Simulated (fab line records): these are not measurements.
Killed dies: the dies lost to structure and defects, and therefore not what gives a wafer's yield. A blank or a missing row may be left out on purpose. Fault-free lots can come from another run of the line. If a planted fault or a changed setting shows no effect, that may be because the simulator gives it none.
A lot that was struck, set against a sound lot -- flow n5 finfet -- 36 out of 1938 route steps
Sound: the wafers L274.2, L274.3, L274.6. Wafers struck: L267.3, L267.5, L267.6. The cause is given at the end.
At each step with rows: each side's tool, then ch and its chambers, then its first start. Under that, the readings that differ: sound wafers -- struck wafers -- difference of the means -- sigmas: that difference in standard deviations of wafers without a fault.
alike: readings whose means differ by less than 2 such deviations, and words and numbers that are the same on both sides. not compared: withheld readings, readings that some wafer has no value for, bounds like >300 that may hide the same value, and numbers for which the record gives no deviation and whose values overlap.
A row with sigmas, a row that says differs or no value, or rows on one side alone: a step with any of these is where the two part. Non-overlapping numbers with no deviation appear without sigmas and do not part them. A reading missing from all wafers of one side parts the sides only when that side holds two or more wafers.

first, 9 steps without rows for these wafers: N5_BEOL_M4_ANNEAL_95 (time 240 s); N5_BEOL_M4_SPUTTER_96 (material Cu, target thk 4.5 nm, time 8.29 s); N5_BEOL_M4_ECD_50 (material Cu, target thk 300 nm); N5_BEOL_M4_ANNEAL_51 (time 90 s); N5_BEOL_M4_CMP_52 (polishes, stops on SiOC, t overpolish 6.8 s, target thk 40 nm); N5_BEOL_M4_PRE_CLEAN_60 (time 15 s); N5_BEOL_M4_CO_CAP_55 (material Co, precursor CCTBA/H2, target thk 2 nm, time 102.1 s); N5_BEOL_M4_PRE_CLEAN_56 (time 15 s); N5_BEOL_M4_DEP_57 (deposits SiCN from 3MS/NH3, target thk 8 nm, time 14 s).
N5_BEOL_M4_RC_MEAS_101:
  sound on prober-02 ch 0, day 12 17:16; struck on prober-02 ch 0, day 10 21:26
reading,sound,struck,difference,sigmas
SS_N (mV/dec),70.4 71.8 71.3,72.6 72.5 72.6,+1.4,+3
  alike: DIBL_N, DIBL_P, IOFF_N, IOFF_P, ION_N, ION_P, SS_P, VT_N, VT_P
then, 24 steps without rows for these wafers: N5_BEOL_M5_ILD_DEP_00 (deposits SiCOH lowk from DEMS/porogen, target thk 140.64 nm, time 25.9 s); N5_BEOL_M5_CURE_79 (cures SiCOH lowk, time 240 s); N5_BEOL_M5_PECVD_70 (deposits SiO2 from TEOS/O2, target thk 16 nm, time 18 s); N5_BEOL_M5_HM_DEP_02 (deposits TiN, target thk 20 nm); N5_BEOL_M5_COAT_59 (time 60 s, resist thk 60 nm); N5_BEOL_M5_COAT_60 (time 60 s, resist thk 12 nm); N5_BEOL_M5_COAT_71 (time 60 s, resist thk 5 nm); N5_BEOL_M5_COAT_05 (resist thk 30 nm); N5_BEOL_M5_EBR_07; N5_BEOL_M5_SOFTBAKE_06 (time 60 s); N5_BEOL_M5_EXPOSE_08 (exposes mask M5, target cd 28 nm); N5_BEOL_M5_PEB_09 (peb time 60 s); N5_BEOL_M5_DEVELOP_10 (develop time 30 s); N5_BEOL_M5_DESCUM_16 (chemistry O2, time 7 s); N5_BEOL_M5_ETCH_72 (etches underlayer in N2/H2, target depth 6.5 nm, time 5.2 s); N5_BEOL_M5_ETCH_61 (etches SiARC in CF4, target depth 15.6 nm, time 26 s); N5_BEOL_M5_ETCH_62 (etches SOC in N2/H2, target depth 75 nm, overetch 15 nm, time 112.5 s); N5_BEOL_M5_STRIP_63 (strips in N2/H2); N5_BEOL_M5_STRIP_73 (strips in N2/H2); N5_BEOL_M5_STRIP_64 (strips in CF4); N5_BEOL_M5_HM_OPEN_17 (chemistry Cl2/BCl3, target TiN, target depth 20 nm, overetch 6 nm); N5_BEOL_M5_STRIP_19 (strips in O2); N5_BEOL_M5_COAT_65 (time 60 s, resist thk 60 nm); N5_BEOL_M5_COAT_66 (time 60 s, resist thk 12 nm).
-- the record jumps here: 4 days lie between the struck wafers' starts before and after (it left off in module BEOL_M5 and takes up again in module MIM_TOP_ETCH, whose first step shown is number 1851 of the route) --
N5_MIM_TOP_ETCH_ETCH_00: etches TiN in Cl2/BCl3, target depth 38.5 nm.
  sound on rie metal-01 ch 0,1, day 16 20:17; struck on rie metal-01 ch 0,1, day 14 13:50
  no value came back on the struck wafers for any of 5 readings (bcl3 flow sccm (sccm), bias w (W) and others); on the sound wafers bcl3 flow sccm (sccm) reads 21.68 21.72 21.85
  not compared: rf hours counter h, model.coat_of_MIM_TOP_LITHO_COAT_02.thk nm
N5_PASSIVATION_PROBE_49:
  record: rows for the struck wafers here (prober-01, day 15 00:20), none for the sound ones

== WHERE THEY PART ==
Earliest at N5_BEOL_M4_RC_MEAS_101; latest, in this record, at N5_PASSIVATION_PROBE_49.

WHY: the cause the simulator had injected
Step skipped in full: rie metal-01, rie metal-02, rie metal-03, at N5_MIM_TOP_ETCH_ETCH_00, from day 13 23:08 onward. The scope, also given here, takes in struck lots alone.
